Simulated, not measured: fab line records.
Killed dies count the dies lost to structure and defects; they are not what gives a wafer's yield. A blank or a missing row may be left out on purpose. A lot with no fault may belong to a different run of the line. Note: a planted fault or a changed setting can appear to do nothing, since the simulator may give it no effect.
fab line records	flow nand_harc
record: lots: 6	wafers: 18	last_day: 24
route steps=1159 shown A_SLIT@801 A_SIN_REMOVE@804 A_WL_FILL@809 A_CONTACT@840 END@1159
lots untouched by any fault: they come from a run of this same line in which no faults occurred
start_h: hours from the record's first day to the start of the lot's first wafer shown	wait_h: how many hours have passed since the lot's step before this one	" identical to the entry in the row above	L1.1+2: several wafers, shown together as one row	- no value, or no start was given	* or withheld: withheld	< > ~ a bound
route shown NAME@n: a module of which the file shows steps, and the number in the route of the first	usual: mean and standard deviation over wafers with no fault	same: alike in all rows	chamber/n: place in a boat	sites: readings site by site	_std_site: the standard deviation of these	_edge_site: the outer-site mean with the inner-site mean subtracted	radius_mm: for every site, how far away it sits from the centre of the wafer	mask NAME#n: copy n	behind: tool/chamber where the wafer was last shaped	hold: the reason the lot was held/the length of the hold in hours/how it ended	device: the n, p or np transistor that did not switch	end of line: the same wafers' tests at the end of the route	step lacking rows: just its recipe	killed: count of dies lost to structure and defects at first sort (not the wafer's yield)	map: per-die view of a wafer (x killed, . not killed, _ where there is no die)
set.NAME: setting as actually run; set.NAME@STEP: the setting as run at that earlier step	model.NAME: the simulator's own value behind a step, which no gauge read
lots seen at some steps along the route; tables by step, rows by wafer
services: the hour from which a tool's chamber was out of use, counted from the record's first day as start_h (under 0 if before that day), plus the number of hours and why
== steps ==
step: NHARC_A_SLIT_PRECLEAN_19
recipe: time_s: *	temp_c: 50	bath_age_min: 0	chemistry: SC1
step: NHARC_A_SLIT_SRD_20
step: NHARC_A_SLIT_CD_MEAS_21
usual: cd_nm: 289.8/1.1
lot.wafer	tool	chamber	start_h	wait_h	cd_nm
L767.2	cd_sem-03	-	361.95	-	288.9
L767.3	"	-	"	"	288.1
L767.4	"	-	"	"	289.4
L768.1	cd_sem-01	-	373.23	-	290.1
L768.2	"	-	"	"	289.9
L768.3	"	-	"	"	290.4
L774.1	cd_sem-02	-	397.57	-	288.2
L774.4	"	-	"	"	287.4
L774.6	"	-	"	"	290.6
L781.2	cd_sem-02	-	435.18	0.1	290.3
L781.5	"	-	"	"	289.1
L781.6	"	-	"	"	291.0
L783.2	cd_sem-02	-	451.60	-	288.2
L783.3	"	-	"	"	288.2
L783.4	"	-	"	"	290.7
L785.2	cd_sem-03	-	463.74	-	288.6
L785.4	"	-	"	"	289.9
L785.5	"	-	"	"	289.9
step: NHARC_A_SIN_REMOVE_WET_00
recipe: temp_c: 160	time_s: 15300	chemistry: H3PO4
step: NHARC_A_SIN_REMOVE_PRECLEAN_01
recipe: time_s: *	temp_c: 50	bath_age_min: 0	chemistry: SC1
step: NHARC_A_SIN_REMOVE_SRD_02
step: NHARC_A_SIN_REMOVE_INSPECT_04
usual: raw_defect_count: 300/78
lot.wafer	tool	chamber	start_h	wait_h	raw_defect_count
L767.2	defect_inspect-02	-	369.62	0.0	296
L767.3	"	-	"	"	300
L767.4	"	-	"	"	262
L768.1	defect_inspect-01	-	380.84	0.0	196
L768.2	"	-	"	"	238
L768.3	"	-	"	"	186
L774.1	defect_inspect-02	-	404.83	0.0	331
L774.4	"	-	"	"	386
L774.6	"	-	"	"	352
L781.2	defect_inspect-01	-	442.86	0.1	285
L781.5	"	-	"	"	251
L781.6	"	-	"	"	327
L783.2	defect_inspect-01	-	459.35	0.0	311
L783.3	"	-	"	"	253
L783.4	"	-	"	"	270
L785.2	defect_inspect-02	-	471.48	0.1	404
L785.4	"	-	"	"	221
L785.5	"	-	"	"	256
step: NHARC_A_WL_FILL_ALD_00
recipe: target_thk_a: 30	pulse_time_s: 3	ald_cycles: 30	temp_c: 300	material: Al2O3
usual: heater_power_w: 504/65	precursor_pulse_height_rel: 0.998/0.02	susceptor_temp_C: 299.98/0.19
lot.wafer	tool	chamber	start_h	wait_h	heater_power_w	precursor_pulse_height_rel	since_wet_clean_h	susceptor_temp_C
L767.2	ald_hk-02	2	369.68	0.1	499	0.971	79	299.93
L767.4	"	3	"	"	454	1.003	79	299.77
L767.3	"	0	"	"	589	0.970	79	300.06
L768.1	ald_hk-04	2	380.91	0.1	418	0.985	5	299.80
L768.3	"	3	"	"	588	1.010	5	300.07
L768.2	"	1	"	"	551	0.993	5	300.23
L774.4	ald_hk-02	3	404.92	0.1	441	0.994	114	299.69
L774.1	"	1	"	"	435	1.000	114	299.81
L774.6	"	3	"	"	448	1.005	-	299.91
L781.2	ald_hk-01	2	443.11	0.3	496	1.001	26	300.01
L781.6	"	1	"	"	547	0.950	-	300.13
L781.5	"	2	"	"	504	1.017	-	300.08
L783.4	ald_hk-01	2	460.24	0.9	503	1.013	43	299.88
L783.3	"	3	"	"	571	1.002	43	299.97
L783.2	"	1	"	"	551	0.975	44	299.69
L785.2	ald_hk-04	0	471.55	0.1	425	1.011	95	300.18
L785.4	"	2	"	"	423	0.986	95	300.13
L785.5	"	0	"	"	404	1.010	-	300.15
step: NHARC_A_WL_FILL_RTA_01
recipe: temp_c: 1000	time_s: 5
usual: lamp_power_pct: 36.1/1.4	lamp_zone_2_pct: 36.1/1.4	lamp_zone_5_pct: 36.1/1.4	wafer_temp_C_max: 1005.2/1.6
lot.wafer	tool	chamber	start_h	wait_h	lamp_power_pct	lamp_zone_2_pct	lamp_zone_5_pct	wafer_temp_C_max
L767.2	rtp_anneal-01	0	369.98	-	35.0	35.0	35.0	1006.3
L767.3	"	0	"	"	35.0	35.0	35.0	1005.9
L767.4	"	0	"	"	35.0	35.0	35.0	1008.6
L768.1	rtp_anneal-01	0	381.17	-	35.0	35.0	35.0	1006.0
L768.2	"	0	"	"	35.0	35.0	34.9	1004.3
L768.3	"	0	"	"	35.0	35.0	35.0	1007.0
L774.1	rtp_anneal-01	0	405.29	-	35.0	35.0	35.0	1006.1
L774.4	"	0	"	"	34.9	35.0	35.0	1006.0
L774.6	"	0	"	"	35.0	34.9	35.0	1004.2
L781.2	rtp_anneal-01	0	443.67	-	35.0	35.0	35.0	1007.8
L781.5	"	0	"	"	35.0	35.0	35.0	1006.2
L781.6	"	0	"	"	35.0	35.0	35.0	1006.4
L783.2	rtp_anneal-01	0	460.70	0.2	35.0	35.0	34.9	1006.0
L783.3	"	0	"	"	34.9	35.0	35.0	1007.4
L783.4	"	0	"	"	35.0	34.9	35.0	1006.7
L785.2	rtp_anneal-02	0	472.00	-	37.9	38.0	38.0	1002.7
L785.4	"	0	"	"	38.0	38.0	38.0	1003.2
L785.5	"	0	"	"	37.9	38.0	38.0	1003.1
step: NHARC_A_WL_FILL_ALD_02
recipe: target_thk_a: 20	pulse_time_s: 3	ald_cycles: 100	temp_c: 450	material: TiN
step: NHARC_A_WL_FILL_CVD_03
recipe: target_thk_a: 400	temp_c: 300	pressure_torr: 40	wf6_flow_sccm: 40	h2_flow_sccm: 1600	ar_flow_sccm: 1560	time_s: 3302	material: W
usual: heater_power_w: 453/22	susceptor_temp_C: 300.02/0.18	throttle_valve_pct: 7.7/0.42
lot.wafer	tool	chamber	start_h	wait_h	heater_power_w	since_wet_clean_h	susceptor_temp_C	throttle_valve_pct
L767.2	cvd_w-02	1	371.24	0.7	435	163	300.37	7.7
L767.3	"	0	"	"	486	-	299.67	8.9
L767.4	"	1	"	"	429	-	299.94	7.4
L768.1	cvd_w-01	0	384.62	2.9	454	75	299.82	7.4
L768.2	"	1	"	"	449	75	300.17	7.7
L768.3	"	1	"	"	448	-	300.30	7.9
L774.1	cvd_w-02	1	406.04	0.1	443	14	299.89	6.9
L774.4	"	0	407.45	1.5	481	-	299.93	8.5
L774.6	"	1	"	"	435	-	299.99	7.1
L781.2	cvd_w-02	0	447.05	2.8	505	55	300.30	8.5
L781.5	"	1	448.45	4.2	438	-	300.07	7.2
L781.6	"	0	"	"	483	-	300.11	8.3
L783.2	cvd_w-02	0	462.70	1.4	496	71	299.87	8.1
L783.4	"	0	"	"	498	-	299.94	8.5
L783.3	"	1	"	"	427	-	299.89	7.2
L785.2	cvd_w-01	1	472.63	0.1	439	163	299.92	7.7
L785.4	"	1	"	"	461	-	299.83	7.8
L785.5	"	0	475.01	2.4	449	-	300.12	7.7
step: NHARC_A_WL_FILL_ETCHBACK_04
recipe: target_depth_a: 600	time_s: 120	chemistry: NF3
step: NHARC_A_WL_FILL_ETCHBACK_05
recipe: target_depth_a: 220	time_s: 60	temp_c: 40	chemistry: Cl2/BCl3
usual: drypump_motor_current_A: 6.0/0.35	oes_product_au: 0.993/0.012
lot.wafer	tool	chamber	start_h	wait_h	drypump_motor_current_A	oes_product_au	rf_hours_counter_h
L767.2	rie_metal-03	1	374.36	0.2	6.0	1.020	2.7
L767.3	"	0	"	"	5.5	0.997	-
L767.4	"	1	"	"	6.0	1.015	-
L768.2	rie_metal-01	0	388.22	0.2	6.2	1.021	1.2
L768.1	"	1	"	"	6.1	0.991	1.2
L768.3	"	0	"	"	6.3	1.010	-
L774.1	rie_metal-02	1	409.59	0.2	6.2	0.991	0.4
L774.4	"	1	"	"	6.2	0.997	-
L774.6	"	1	"	"	6.2	1.001	-
L781.2	rie_metal-03	1	450.13	0.2	6.0	0.991	4.9
L781.5	"	0	"	"	5.5	0.995	-
L781.6	"	1	"	"	6.0	0.993	-
L783.2	rie_metal-03	1	466.24	0.2	6.0	0.992	0.1
L783.3	"	1	"	"	6.0	0.984	-
L783.4	"	0	"	"	5.6	0.998	-
L785.2	rie_metal-03	0	476.21	0.2	5.5	0.986	0.4
L785.4	"	1	"	"	6.0	0.990	-
L785.5	"	0	"	"	5.5	0.998	-
step: NHARC_A_WL_FILL_STRIP_27
recipe: power_w: 1500	temp_c: 250	time_s: 20	chemistry: N2/H2
step: NHARC_A_WL_FILL_STRIP_28
recipe: time_s: 1200	temp_c: 72.5	chemistry: post_etch_residue_remover
step: NHARC_A_WL_FILL_PRECLEAN_06
recipe: time_s: 300	chemistry: DIW
step: NHARC_A_WL_FILL_SRD_07
step: NHARC_A_WL_FILL_ANNEAL_08
recipe: temp_c: 450	time_s: 1800
step: NHARC_A_WL_FILL_ALD_10
recipe: target_thk_a: 500	pulse_time_s: 10	ald_cycles: 500	temp_c: 300	material: SiO2
step: NHARC_A_WL_FILL_ETCHBACK_16
recipe: target_depth_a: 880	time_s: 17.6	c4f8_flow_sccm: withheld	o2_flow_sccm: 8	ar_flow_sccm: withheld	rf_w: 600	bias_w: 800	chemistry: C4F8/O2/Ar
usual: oes_product_au: 0.97/0.035	rf_vpp_V: 721/4.8
lot.wafer	tool	chamber	start_h	wait_h	oes_product_au	rf_hours_counter_h	rf_vpp_V
L767.2	rie_diel-03	2	-	-	0.91	6.5	724
L767.4	"	3	"	"	0.92	6.7	727
L767.3	"	0	"	"	0.90	5.2	718
L768.2	rie_diel-02	0	-	-	0.99	5.0	718
L768.1	"	1	"	"	0.97	4.3	717
L768.3	"	2	"	"	0.99	2.3	719
L774.4	rie_diel-03	0	-	-	0.99	0.8	720
L774.1	"	2	"	"	0.98	0.9	726
L774.6	"	0	"	"	1.00	-	718
L781.2	rie_diel-03	1	-	-	1.02	2.1	727
L781.5	"	3	"	"	1.00	-	730
L781.6	"	0	"	"	0.99	-	719
L783.3	rie_diel-03	3	485.49	5.7	1.00	3.0	730
L783.2	"	1	"	"	1.01	3.3	727
L783.4	"	2	"	"	0.99	3.3	725
L785.4	rie_diel-02	3	-	-	0.90	10.1	717
L785.2	"	0	"	"	0.90	10.9	717
L785.5	"	2	"	"	0.92	-	719
step: NHARC_A_WL_FILL_STRIP_29
recipe: time_s: 20	o2_flow_sccm: 500	ar_flow_sccm: 0	bias_w: 0	chemistry: O2
step: NHARC_A_WL_FILL_ETCHBACK_17
recipe: target_depth_a: 40	time_s: 26.7	chemistry: Cl2/BCl3
step: NHARC_A_WL_FILL_PRECLEAN_18
recipe: time_s: 30	chemistry: dHF
step: NHARC_A_WL_FILL_SRD_21
step: NHARC_A_WL_FILL_CVD_23
recipe: target_thk_a: 400	temp_c: 620	pressure_mtorr: 200	time_s: 800	material: poly-Si
step: NHARC_A_WL_FILL_ETCHBACK_26
recipe: target_depth_a: 520	time_s: 13.3	hbr_flow_sccm: 150	rf_w: 350	icp_w: 350	bias_w: 60	chemistry: HBr
usual: drypump_motor_current_A: 5.9/0.41	oes_product_au: 1.008/0.012	throttle_valve_pct: 23.266/0.0085
lot.wafer	tool	chamber	start_h	wait_h	drypump_motor_current_A	oes_product_au	rf_hours_counter_h	throttle_valve_pct
L767.3	rie_si-05	3	389.76	0.4	5.2	0.996	1.1	23.263
L767.4	"	0	"	"	6.2	1.001	1.1	23.276
L767.2	"	1	"	"	6.4	1.018	0.9	23.275
L768.3	rie_si-01	2	403.59	0.4	6.0	1.009	0.7	23.252
L768.1	"	3	"	"	5.9	1.013	0.5	23.270
L768.2	"	0	"	"	5.8	1.005	0.7	23.270
L774.1	rie_si-01	2	425.01	0.4	6.0	1.020	0.9	23.272
L774.4	"	0	"	"	5.7	0.999	0.8	23.272
L774.6	"	1	"	"	5.4	1.010	-	23.253
L781.2	rie_si-05	3	464.04	0.4	5.3	1.003	0.3	23.268
L781.6	"	2	"	"	6.2	1.000	-	23.283
L781.5	"	3	"	"	5.2	1.003	-	23.272
L783.3	rie_si-01	3	491.08	0.4	5.9	1.002	0	23.266
L783.2	"	0	"	"	5.7	1.029	0	23.268
L783.4	"	2	"	"	6.0	1.016	0	23.273
L785.4	rie_si-03	3	494.99	0.4	5.7	1.023	1.1	23.268
L785.2	"	0	"	"	5.6	0.999	1.2	23.266
L785.5	"	0	"	"	5.6	1.001	-	23.261
step: NHARC_A_WL_FILL_PRECLEAN_30
recipe: time_s: 10	chemistry: dHF
step: NHARC_A_WL_FILL_SRD_14
step: NHARC_A_WL_FILL_ALD_19
recipe: target_thk_a: 20	pulse_time_s: 3	ald_cycles: 100	temp_c: 450	material: TiN
step: NHARC_A_WL_FILL_CVD_20
recipe: target_thk_a: 750	temp_c: 300	pressure_torr: 40	wf6_flow_sccm: 40	h2_flow_sccm: 1600	ar_flow_sccm: 1560	time_s: 5064	material: W
step: NHARC_A_WL_FILL_CMP_12
recipe: t_overpolish_s: 30	target_thk_nm: 75
step: NHARC_A_WL_FILL_SRD_31
step: NHARC_A_WL_FILL_INSPECT_15
usual: raw_defect_count: 407/120
lot.wafer	tool	chamber	start_h	wait_h	raw_defect_count
L767.2	defect_inspect-01	-	400.82	0.0	351
L767.3	"	-	"	"	492
L767.4	"	-	"	"	453
L768.1	defect_inspect-01	-	409.58	0.0	541
L768.2	"	-	"	"	455
L768.3	"	-	"	"	373
L774.1	defect_inspect-01	-	431.09	0.0	403
L774.4	"	-	"	"	312
L774.6	"	-	"	"	312
L781.2	defect_inspect-01	-	469.92	0.0	399
L781.5	"	-	"	"	428
L781.6	"	-	"	"	390
L783.2	defect_inspect-01	-	501.42	0.0	409
L783.3	"	-	"	"	343
L783.4	"	-	"	"	297
L785.2	defect_inspect-02	-	503.75	0.0	302
L785.4	"	-	"	"	269
L785.5	"	-	"	"	341
step: NHARC_A_CONTACT_DEP_24
recipe: target_thk_a: 5000	temp_c: 400	pressure_torr: 6.5	rf_w: 900	teos_flow_sccm: 161.4	flow_sccm: 2650	target_thk_nm: 500	gas: O2	material: SiO2
step: NHARC_A_CONTACT_DEP_28
recipe: target_thk_a: 36000	temp_c: 400	material: aC
step: NHARC_END_SORT_01
recipe: temp_c: 25
usual: killed_at_array: 26/9.7	killed_at_other: 1.0/1.2	killed_at_periphery: 3.9/2.6	killed_dies: 31/9.7	killed_open: 3.2/1.8	killed_short: 2.0/1.3
same: gross_dies: 677
lot.wafer	tool	chamber	start_h	wait_h	killed_at_array	killed_at_other	killed_at_periphery	killed_dies	killed_open	killed_short
L781.2	prober-01	0	558.46	2.8	290	2	1	293	5	2
L781.5	prober-01	0	560.88	3.7	321	0	2	323	6	2
L781.6	prober-01	0	561.69	4.0	262	1	5	268	2	4
L783.2	prober-01	0	580.35	2.8	268	1	3	272	1	1
L783.3	prober-01	0	581.15	3.1	314	1	6	321	5	0
L783.4	prober-01	0	581.95	3.4	277	1	9	287	6	2
killed by level:class
L781.2 A_WL_FILL:area_cvd=243 A_SLIT:chamber_film_flake=19 A_CHANNEL_HOLE_D1:chamber_film_flake=5 A_CONTACT:chamber_film_flake=4 A_BLC:chamber_film_flake=4 A_WL_FILL:chamber_film_flake=3 A_CONTACT:geometric_particle:open=2 A_STAIRCASE:chamber_film_flake=2
L781.5 A_WL_FILL:area_cvd=277 A_SLIT:chamber_film_flake=12 A_CHANNEL_HOLE_D1:chamber_film_flake=9 A_CONTACT:chamber_film_flake=7 A_SGD_CUT:chamber_film_flake=4 A_ONON_D1:geometric_particle:open=2 A_M1:chamber_film_flake=2 P_GATE:geometric_particle:open=1
L781.6 A_WL_FILL:area_cvd=224 A_SLIT:chamber_film_flake=13 A_CHANNEL_HOLE_D1:chamber_film_flake=5 A_STAIRCASE:chamber_film_flake=4 A_CONTACT:chamber_film_flake=4 A_BLC:chamber_film_flake=4 A_SGD_CUT:chamber_film_flake=3 A_CONTACT:geometric_particle:short=2
L783.2 A_WL_FILL:area_cvd=248 A_CONTACT:chamber_film_flake=10 A_CHANNEL_HOLE_D1:chamber_film_flake=6 A_STAIRCASE:chamber_film_flake=2 P_M0:geometric_particle:short=1 P_ZERO_WELL:chamber_film_flake=1 P_STI:chamber_film_flake=1 STARTING-WAFER:geometric_particle:open=1
L783.3 A_WL_FILL:area_cvd=296 P_STI:chamber_film_flake=4 A_STAIRCASE:chamber_film_flake=4 A_ZERO_WELL:chamber_film_flake=3 A_WL_FILL:chamber_film_flake=3 A_CONTACT:chamber_film_flake=3 A_CHANNEL_HOLE_D1:chamber_film_flake=2 P_STI:geometric_particle:open=1
L783.4 A_WL_FILL:area_cvd=251 A_CHANNEL_HOLE_D1:chamber_film_flake=8 A_STAIRCASE:chamber_film_flake=6 A_CONTACT:geometric_particle:open=3 A_ZERO_WELL:chamber_film_flake=3 A_CONTACT:chamber_film_flake=3 P_ZERO_WELL:chamber_film_flake=2 P_STI:chamber_film_flake=2
map L781.5 (x killed, . not)
____________x____________
_________xxxxxxx_________
_______xxxxxxxxxxx_______
______xxxxxxxxxxxxx______
_____xxxxxxxxxxxxxxx_____
____xxxxxx..xxxxxxxxx____
____xxxxxx....xxxxxxx____
___xxxx........xxxxxxx___
___xxxx...........xxxx___
__xxxx...........xxxxxx__
__xxxx.............xxxx__
_xxxx.............xxxxxx_
_xxxx..............xxxxx_
_xx.................xxxx_
_xx.................xxxx_
_xx................xxxxx_
xxx................x.xxxx
xxx............xxx.x.xxxx
xx.......xx..x.x.x...xxxx
xx.........x..........xxx
xx.x.....xx.........xxxxx
_xx..................xxx_
_xx.....x...........xxxx_
_xx..........x.......xxx_
_xxx...............x.xxx_
_xxx................xxxx_
__xx...............xxxx__
__xxx..........x..xxxxx__
___xxx............xxxx___
___xxxx.........x.xxxx___
____xx.......x..xxxxx____
____xxx.x...x...xxxxx____
_____xxxxxx.xxxxxxxx_____
______xxxxxxxxxxxxx______
_______xxxxxxxxxxx_______
_________xxxxxxx_________
____________x____________
map L783.3 (x killed, . not)
____________x____________
_________xxxxxxx_________
_______xxxxxxxxxxx_______
______xxxxxxxxxxxxx______
_____xxxxxxxxxxxxxxx_____
____xxxxx....x.xxxxxx____
____xxx.........xxxxx____
___xxxx.........xxxxxx___
___xxx...........xxxxx___
__xxx.............xxxxx__
__xxx...............xxx__
_xxxx..............xxxxx_
_xxx................xxxx_
_xxx................xxxx_
_xx..........x......xxxx_
_xx..................xxx_
xxxx.................xxxx
xxx....x............xxxxx
xxx.........x........xxxx
xx................x.xxxxx
xxxx.x..xx.x.........xxxx
_xx.....x............xxx_
_xxx.................xxx_
_xx.................xxxx_
_xxx................xxxx_
_xxx................xxxx_
__xxx....x.........xxxx__
__xxx...........x.xxxxx__
___xxxx..........xxxxx___
___xxxx........xxxxxxx___
____xxxxx....xxxxxxxx____
____xxxxx.x...xxxxxxx____
_____xxxxxxxxxxxxxxx_____
______xxxxxxxxxxxxx______
_______xxxxxxxxxxx_______
_________xxxxxxx_________
____________x____________
== services ==
tool	chamber	start_h	hours	kind
rie_diel-03	0	346.80	-	clean
rie_diel-03	1	346.80	-	clean
rie_diel-03	2	346.80	-	clean
rie_diel-03	3	346.80	-	clean
rie_metal-02	0	368.60	6.8	repair
rie_diel-03	0	371.30	-	clean
rie_diel-03	1	371.30	-	clean
cvd_w-02	-	379.42	13.0	pm
rie_metal-02	-	388.16	9.0	pm
ald_hk-01	-	388.62	0.3	repair
rie_diel-03	-	392.33	9.0	pm
ald_hk-01	-	406.94	10.0	pm
rie_si-05	-	416.00	9.0	pm
rie_metal-03	1	420.16	16.4	repair
rie_si-03	3	427.44	2.6	repair
rie_si-05	-	437.60	0.1	repair
rie_metal-03	-	453.00	9.0	pm
ald_hk-02	-	458.66	10.0	pm
ald_hk-04	-	459.57	1.3	repair
rie_si-01	1	460.59	2.6	repair
rie_diel-03	1	470.57	3.0	repair
rie_si-03	-	477.69	1.0	repair
cvd_w-01	-	478.08	13.0	pm
rie_si-01	-	481.02	9.0	pm
== key ==
first_sign: step: NHARC_END_SORT_01	reading: killed_at_array	direction: up	sigmas: 27	usual: 26	struck: 289
effect: step: NHARC_END_SORT_01	reading: killed_dies	direction: up	sigmas: 27	usual: 31	struck: 294
more_kills_born_at: NHARC_A_WL_FILL_CVD_03@cvd_w-02: 1539
met_at NHARC_A_WL_FILL_CVD_03
struck_wafers L781.2,L781.5,L781.6,L783.2,L783.3,L783.4
tester_left_out L781,L783
onset_between 406.04 447.05
also_fits NHARC_A_WL_FILL_ALD_00:ald_hk-01,NHARC_A_WL_FILL_RTA_01:rtp_anneal-01,NHARC_A_WL_FILL_ETCHBACK_16:rie_diel-03
fault: kind: process_parameter_drift	tool: cvd_w-02	chamber: -	onset_h: 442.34	steps: NHARC_A_WL_FILL_CVD_03	channel: target_thk_a	offset: *	shape: step	end_h: 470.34	acts_in: *	stated: *
tester_left_out: of these lots the tester's yield and bins aren't shown, on N5 and GAA mostly nor the transistor test; their killed dies are dies lost to structure and defects alone, not to doping, threshold or leakage, so they don't give the yield
